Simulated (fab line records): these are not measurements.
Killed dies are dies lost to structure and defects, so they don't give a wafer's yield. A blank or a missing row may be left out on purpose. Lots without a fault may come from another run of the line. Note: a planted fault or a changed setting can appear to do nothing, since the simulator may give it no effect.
8D (eight disciplines) problem report, filled in by code / flow nand harc / the parts of the form that need people (team, actions taken, sign-off) are left out

## 1. WHAT WENT WRONG
thk nm at NHARC_A_ONON_D1_THK_MEAS_30 reads a mean of 636 nm on 9 wafers of 3 lots; wafers without a fault read 1003 nm with a standard deviation of 11. That is -33 standard deviations from the usual mean.
The step: measures by ellipsometry.
First observed at day 13 07:57: wafer L443.1, on film metro-02. The record holds 39 wafers of 13 lots with a number at this step. The rule behind "out" and "out of limits": a value lying over 4 standard deviations away from the usual mean. The rest of the wafers with a number are treated as sound.

## 2. WHAT THIS IS AND IS NOT
question=which readings at this step | is=thk nm | is not=-
question=which lots | is=L443, L445, L447 | is not=L433, L434, L436, L438, L441, L442, L451, L452, L453, L454
question=which wafers of those lots | is=all that have a number | is not=-
question=read on which gauges | is=film metro-01, film metro-02 | is not=-
question=when | is=from day 13 07:57 | is not=up to then (18 sound wafers); but 12 sound wafers of L451, L452, L453, L454 came after

## 3. SUSPECTS, AND WHAT RULES EACH OUT
Counting: any tool at a process step up to the reading is kept as a suspect provided that every lot that is out went through it and no sound lot did after the first of them.
- ruled out: the gauge at NHARC_A_ONON_D1_THK_MEAS_30. The wafers that are out were read on 2 gauges (film metro-01, film metro-02).
- pecvd onon-02 at NHARC_A_ONON_D1_DEP_28 (target thk 1000 nm): ruled out as a lasting fault. After its first lot that is out, L443 (day 13 07:26), sound lots L453 ran on it.
Left after counting: nothing in the record.

## 4. THE CAUSE (what the simulator had put in)
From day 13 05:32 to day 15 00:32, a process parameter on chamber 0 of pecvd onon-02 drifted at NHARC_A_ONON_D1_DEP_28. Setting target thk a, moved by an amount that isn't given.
It was ruled out by counting, in error; the rule expects a fault to strike all lots run on its tool from its start on, and this fault did not.

## 5. SEQUENCE OF EFFECTS, ordered by route
Each row: a reading where the mean over the struck wafers with a number is more than 3 standard deviations away from the usual. Only readings whose record carries a usual standard deviation are examined. hours: median over the lots of the time between each lot's start at the first step of this table that gives one and its start at this step. sigmas: the change, counted in usual standard deviations.
hours=0; step=NHARC_A_ONON_D1_THK_MEAS_30; reading=thk nm; usual=1003 nm; on struck wafers=636; change=-367; sigmas=-33
hours=394; step=NHARC_END_SORT_01; reading=killed at array; usual=55; on struck wafers=672; change=+617; sigmas=+28
hours=394; step=NHARC_END_SORT_01; reading=killed dies; usual=59; on struck wafers=677; change=+618; sigmas=+28

## 6. HOW IT WOULD HAVE BEEN CAUGHT EARLIER
The first out-of-limits reading at a measuring or inspecting step in this record came at day 13 07:57, 2 hours after the fault's start at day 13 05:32.
